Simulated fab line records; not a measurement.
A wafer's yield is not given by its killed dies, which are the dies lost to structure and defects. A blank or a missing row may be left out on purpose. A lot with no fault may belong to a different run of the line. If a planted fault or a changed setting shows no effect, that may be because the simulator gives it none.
Matching of chambers + flow n5 finfet + 3 sister chambers for N5_BEOL_M2_PRE_CLEAN_60 on cvd co-01
The step time 15 s. 6 wafers are shown with their chamber, then 12 later ones without.

WAFERS PAIRED WITH THEIR CHAMBERS
| wafer  | chamber | heater power w (W) |
|--------|---------|--------------------|
| L479.4 | 2       | 67                 |
| L484.1 | 1       | 97                 |
| L484.6 | 2       | 64                 |
| L492.2 | 0       | 97                 |
| L492.4 | 1       | 98                 |
| L492.5 | 0       | 98                 |

WAFERS MISSING THEIR CHAMBER
| wafer  | heater power w (W) |
|--------|--------------------|
| L493.2 | 98                 |
| L493.4 | 67                 |
| L493.6 | 97                 |
| L494.1 | 64                 |
| L494.4 | 65                 |
| L494.5 | 102                |
| L495.2 | 66                 |
| L495.4 | 96                 |
| L495.6 | 63                 |
| L496.4 | 66                 |
| L496.5 | 98                 |
| L496.6 | 100                |

WHICH CHAMBER EACH ONE RAN IN
| wafer  | from the rows above     | in truth |
|--------|-------------------------|----------|
| L493.2 | can't be placed: 0 or 1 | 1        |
| L493.4 | 2                       | 2        |
| L493.6 | can't be placed: 0 or 1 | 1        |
| L494.1 | 2                       | 2        |
| L494.4 | 2                       | 2        |
| L494.5 | can't be placed: 0 or 1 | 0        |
| L495.2 | 2                       | 2        |
| L495.4 | can't be placed: 0 or 1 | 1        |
| L495.6 | 2                       | 2        |
| L496.4 | 2                       | 2        |
| L496.5 | can't be placed: 0 or 1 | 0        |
| L496.6 | can't be placed: 0 or 1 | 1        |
Placed correctly: 6 of 12. From these rows, 6 cannot be placed; in 6 the true chamber is one of the candidates. Number placed wrongly: 0.
How it was worked out, from the rows above alone: a wafer's distance from a chamber is the root of the sum, over the readings, of the square of ((its reading less the chamber's mean) divided by the reading's scatter). The wafer belongs to the nearest chamber; if the next one is less than 2 further off, it can't be placed. For every chamber, the mean is computed from those of its wafers that are shown. The scatter is the square root of a quotient: the sum, over the shown wafers, of each reading's squared deviation from its chamber's mean, divided by wafers minus chambers.
